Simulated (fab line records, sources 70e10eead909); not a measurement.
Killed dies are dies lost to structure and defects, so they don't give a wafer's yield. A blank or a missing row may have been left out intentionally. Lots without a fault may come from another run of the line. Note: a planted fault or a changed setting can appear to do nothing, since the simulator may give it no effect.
fab line records + flow nandHarc
[record]
- lots = 5
- wafers = 15
- lastDay = 24
route steps=1159 shown P_ZERO_WELL@29
lots untouched by any fault: they come from a run of this same line in which no faults occurred
startH: hours from the record's first day to the start of the lot's first wafer shown + waitH: hours from the lot's prior step to this one + " same as the row above + L1.1+2: a row that stands for several wafers + - either no value or no given start + * or withheld: withheld + < > ~ a bound
route shown NAME@n: names a module that has steps shown in the file, with the first one's number in the route + usual: average and standard deviation across the fault-free wafers + same: alike in all rows + chamber/n: place in a boat + sites: the reading at each site + _std_site: how widely they spread, as a standard deviation + _edge_site: mean of outer sites minus mean of inner sites + radiusMm: how far each site lies from the wafer's centre + mask NAME#n: copy n + behind: the most recent tool/chamber to have shaped the wafer + hold: the reason the lot was held/the length of the hold in hours/how it ended + device: the transistor (n, p or np) that didn't switch + end of line: the same wafers' tests at the end of the route + where a step has no rows: the recipe by itself + killed: dies lost to structure and defects at the first sort, not the wafer's yield + map: dies across one wafer; x = killed, . = not, _ = none there
set.NAME: setting as actually run; set.NAME@STEP: the setting as run at that earlier step + model.NAME: the simulator's own value behind a step, which no gauge read
certain route steps with their lots: each step a table, each wafer a row
services: the hour from which a tool's chamber was out of use, counted from the record's first day as startH (under 0 if before that day), plus the number of hours and why
[[steps]]
[step NHARC_P_ZERO_WELL_CD_MEAS_24]
[recipe]
- targetCdNm = 720
- landingEnergyEv = 500
[usual]
- cdNm = 720.4/1.6
| lot.wafer | tool     | chamber | startH | waitH | cdNm  |
|-----------|----------|---------|--------|-------|-------|
| L782.2    | cdSem-01 | 0       | 14.49  | -     | 720.7 |
| L782.3    | "        | 0       | "      | "     | 720.7 |
| L782.4    | "        | 0       | "      | "     | 719.8 |
| L785.1    | cdSem-02 | 0       | 32.48  | -     | 717.7 |
| L785.5    | "        | 0       | "      | "     | 717.9 |
| L785.6    | "        | 0       | "      | "     | 721.1 |
| L793.2    | cdSem-01 | 0       | 80.73  | -     | 719.1 |
| L793.5    | "        | 0       | "      | "     | 717.9 |
| L793.6    | "        | 0       | "      | "     | 720.1 |
| L797.1    | cdSem-03 | 0       | 104.50 | -     | 721.6 |
| L797.3    | "        | 0       | "      | "     | 722.5 |
| L797.6    | "        | 0       | "      | "     | 719.4 |
| L804.2    | cdSem-01 | 0       | 146.63 | -     | 723.0 |
| L804.3    | "        | 0       | "      | "     | 721.3 |
| L804.5    | "        | 0       | "      | "     | 721.3 |
[step NHARC_P_ZERO_WELL_HARDBAKE_25]
[recipe]
- tempC = 125
- timeS = 80
[step NHARC_P_ZERO_WELL_DESCUM_26]
[recipe]
- timeS = 3
- o2FlowSccm = 200
- arFlowSccm = 0
- biasPowerW = 0
- chemistry = O2
[usual]
- drypumpMotorCurrentA = 6.0/0.52
- oesProductAu = 0.999/0.0079
- rfVppV = 57.7/0.9
- showerheadPlenumPTorr = 1.90/0.096
- throttleValvePct = 11.311/0.0099
| lot.wafer | tool       | chamber | startH | waitH | drypumpMotorCurrentA | oesProductAu | rfHoursCounterH | rfVppV | showerheadPlenumPTorr | throttleValvePct |
|-----------|------------|---------|--------|-------|----------------------|--------------|-----------------|--------|-----------------------|------------------|
| L782.3    | rieDiel-12 | 2       | 14.65  | -     | 6.7                  | 0.997        | 6               | 59.3   | 2.01                  | 11.306           |
| L782.4    | "          | 3       | "      | "     | 6.1                  | 0.997        | 5               | 58.2   | 2.06                  | 11.324           |
| L782.2    | "          | 1       | "      | "     | 5.8                  | 0.998        | 7               | 55.7   | 1.79                  | 11.332           |
| L785.1    | rieDiel-13 | 3       | 32.64  | -     | 5.0                  | 0.990        | 7               | 57.3   | 1.86                  | 11.291           |
| L785.6    | "          | 0       | "      | "     | 6.6                  | 0.993        | -               | 55.9   | 1.80                  | 11.298           |
| L785.5    | "          | 1       | "      | "     | 6.0                  | 1.009        | -               | 57.6   | 1.94                  | 11.311           |
| L793.2    | rieDiel-13 | 3       | 80.91  | -     | 5.0                  | 0.995        | 10              | 57.2   | 1.86                  | 11.298           |
| L793.5    | "          | 3       | "      | "     | 5.0                  | 0.995        | -               | 57.3   | 1.86                  | 11.315           |
| L793.6    | "          | 0       | "      | "     | 6.7                  | 1.016        | -               | 56.5   | 1.80                  | 11.319           |
| L797.3    | rieDiel-04 | 2       | 104.68 | -     | 4.8                  | 0.995        | 5               | 58.0   | 1.86                  | 11.300           |
| L797.1    | "          | 3       | "      | "     | 6.0                  | 0.983        | 15              | 57.1   | 1.92                  | 11.315           |
| L797.6    | "          | 2       | "      | "     | 4.8                  | 0.999        | -               | 57.4   | 1.86                  | 11.314           |
| L804.2    | rieDiel-13 | 1       | 146.80 | -     | 6.0                  | 1.000        | 3               | 56.9   | 1.94                  | 11.297           |
| L804.3    | "          | 3       | "      | "     | 5.0                  | 1.017        | 3               | 56.0   | 1.86                  | 11.308           |
| L804.5    | "          | 1       | "      | "     | 5.9                  | 0.996        | -               | 58.0   | 1.94                  | 11.305           |
[step NHARC_P_ZERO_WELL_IMPLANT_27]
[recipe]
- energyKev = 600
- doseCm2 = 1e+13
- tiltDeg = 7
[step NHARC_P_ZERO_WELL_IMPLANT_57]
[recipe]
- energyKev = 250
- doseCm2 = 4e+12
- tiltDeg = 7
[step NHARC_P_ZERO_WELL_IMPLANT_58]
[recipe]
- energyKev = 100
- doseCm2 = 2e+12
- tiltDeg = 7
[step NHARC_P_ZERO_WELL_STRIP_28]
[recipe]
- timeS = 840
- tempC = 130
- chemistry = SPM
[step NHARC_P_ZERO_WELL_DEHYDRATE_29]
[recipe]
- tempC = 150
- timeS = 120
[step NHARC_P_ZERO_WELL_HMDS_30]
[recipe]
- timeS = 30
[step NHARC_P_ZERO_WELL_COAT_31]
[recipe]
- spinRpm = withheld
[step NHARC_P_ZERO_WELL_SOFTBAKE_32]
[recipe]
- tempC = 122
- timeS = 95
[step NHARC_P_ZERO_WELL_EBR_33]
[step NHARC_P_ZERO_WELL_EXPOSE_34]
[recipe]
- na = 0.6
- targetCdNm = 720
- doseMj = 22.31
- maskId = P_PWELL
[usual]
- exposureDoseMJCm2 = 22.315/0.023
| lot.wafer | tool          | chamber | startH | waitH | mask         | exposureDoseMJCm2 |
|-----------|---------------|---------|--------|-------|--------------|-------------------|
| L782.2    | krfScanner-04 | 0       | 15.85  | -     | P_PWELL#0    | 22.300            |
| L782.3    | "             | 0       | "      | "     | P_PWELL#0    | 22.316            |
| L782.4    | "             | 0       | "      | "     | P_PWELL#0    | 22.332            |
| L785.1    | krfScanner-01 | 0       | 34.01  | -     | P_PWELL_R1#0 | 22.271            |
| L785.5    | "             | 0       | "      | "     | P_PWELL_R1#0 | 22.299            |
| L785.6    | "             | 0       | "      | "     | P_PWELL_R1#0 | 22.262            |
| L793.2    | krfScanner-04 | 0       | 82.28  | -     | P_PWELL#0    | 22.281            |
| L793.5    | "             | 0       | "      | "     | P_PWELL#0    | 22.294            |
| L793.6    | "             | 0       | "      | "     | P_PWELL#0    | 22.301            |
| L797.1    | krfScanner-04 | 0       | 105.98 | -     | P_PWELL#0    | 22.288            |
| L797.3    | "             | 0       | "      | "     | P_PWELL#0    | 22.301            |
| L797.6    | "             | 0       | "      | "     | P_PWELL#0    | 22.275            |
| L804.2    | krfScanner-01 | 0       | 148.11 | -     | P_PWELL#0    | 22.318            |
| L804.3    | "             | 0       | "      | "     | P_PWELL#0    | 22.315            |
| L804.5    | "             | 0       | "      | "     | P_PWELL#0    | 22.330            |
[step NHARC_P_ZERO_WELL_PEB_35]
[recipe]
- pebTempC = 118
- pebTimeS = 85
[step NHARC_P_ZERO_WELL_DEVELOP_36]
[recipe]
- timeS = 70
[step NHARC_P_ZERO_WELL_CD_MEAS_37]
[recipe]
- targetCdNm = 720
- landingEnergyEv = 500
[usual]
- cdNm = 720.4/1.7
| lot.wafer | tool     | chamber | startH | waitH | hold                    | cdNm  |
|-----------|----------|---------|--------|-------|-------------------------|-------|
| L782.2    | cdSem-03 | 0       | 16.00  | -     | -                       | 720.2 |
| L782.3    | "        | 0       | "      | "     | -                       | 720.6 |
| L782.4    | "        | 0       | "      | "     | -                       | 722.1 |
| L785.1    | cdSem-03 | 0       | 34.17  | -     | awaitDispo/0.2h/release | 735.3 |
| L785.5    | "        | 0       | "      | "     | awaitDispo/0.2h/release | 732.3 |
| L785.6    | "        | 0       | "      | "     | awaitDispo/0.2h/release | 732.8 |
| L785.1    | cdSem-03 | 0       | -      | -     | -                       | 735.4 |
| L785.5    | "        | 0       | "      | "     | -                       | 732.5 |
| L785.6    | "        | 0       | "      | "     | -                       | 733.0 |
| L793.2    | cdSem-03 | 0       | 82.44  | -     | -                       | 718.9 |
| L793.5    | "        | 0       | "      | "     | -                       | 721.3 |
| L793.6    | "        | 0       | "      | "     | -                       | 719.5 |
| L797.1    | cdSem-01 | 0       | 106.14 | -     | -                       | 719.2 |
| L797.3    | "        | 0       | "      | "     | -                       | 721.7 |
| L797.6    | "        | 0       | "      | "     | -                       | 719.5 |
| L804.2    | cdSem-02 | 0       | 148.27 | -     | -                       | 718.1 |
| L804.3    | "        | 0       | "      | "     | -                       | 719.8 |
| L804.5    | "        | 0       | "      | "     | -                       | 720.8 |
[[services]]
| tool          | chamber | startH | hours | kind        |
|---------------|---------|--------|-------|-------------|
| rieDiel-13    | 0       | 4.50   | -     | clean       |
| rieDiel-13    | 1       | 4.50   | -     | clean       |
| rieDiel-13    | 2       | 4.50   | -     | clean       |
| rieDiel-13    | 3       | 4.50   | -     | clean       |
| krfScanner-04 | 0       | 8.64   | -     | calibration |
| rieDiel-13    | 2       | 21.04  | 15.2  | repair      |
| rieDiel-12    | -       | 25.40  | 9.0   | pm          |
| rieDiel-13    | 0       | 29.00  | -     | clean       |
| rieDiel-13    | 1       | 29.00  | -     | clean       |
| rieDiel-13    | 3       | 29.00  | -     | clean       |
| rieDiel-04    | -       | 43.10  | 0.7   | repair      |
| rieDiel-13    | 0       | 53.50  | -     | clean       |
| rieDiel-13    | 1       | 53.50  | -     | clean       |
| rieDiel-13    | 2       | 53.50  | -     | clean       |
| rieDiel-13    | 3       | 53.50  | -     | clean       |
| rieDiel-13    | 0       | 78.00  | -     | clean       |
| krfScanner-01 | -       | 80.29  | 1.0   | repair      |
| rieDiel-12    | -       | 83.67  | 0.4   | repair      |
| krfScanner-01 | -       | 86.01  | 4.0   | pm          |
| rieDiel-12    | 0       | 98.29  | 29.2  | repair      |
| rieDiel-13    | -       | 99.00  | 9.0   | pm          |
| rieDiel-12    | 1       | 103.57 | 3.7   | repair      |
| rieDiel-04    | -       | 111.90 | 9.0   | pm          |
| krfScanner-04 | -       | 125.93 | 16.3  | repair      |
[[key]]
[firstSign]
- step = NHARC_P_ZERO_WELL_EXPOSE_34
- reading = mask
- direction = changed
[effect]
- step = NHARC_P_ZERO_WELL_CD_MEAS_37
- reading = visit
- direction = added
[effect]
- step = NHARC_P_ZERO_WELL_CD_MEAS_37
- reading = cdNm
- direction = up
- sigmas = 7.8
- usual = 720.4
- struck = 733.5
metAt NHARC_P_ZERO_WELL_EXPOSE_34
struckWafers L785.1,L785.5,L785.6
testerLeftOut L785
[fault]
- kind = wrongMask
- tool = any
- chamber = -
- onsetH = 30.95
- steps = NHARC_P_ZERO_WELL_EXPOSE_34
- auxCopy = P_PWELL_R1#0
- cdOffsetNm = 13.245
- scope = struckLotsOnly
// testerLeftOut: of these lots the tester's yield and bins aren't shown, on N5 and GAA mostly nor the transistor test; their killed dies are dies lost to structure and defects alone, not to doping, threshold or leakage, so they don't give the yield
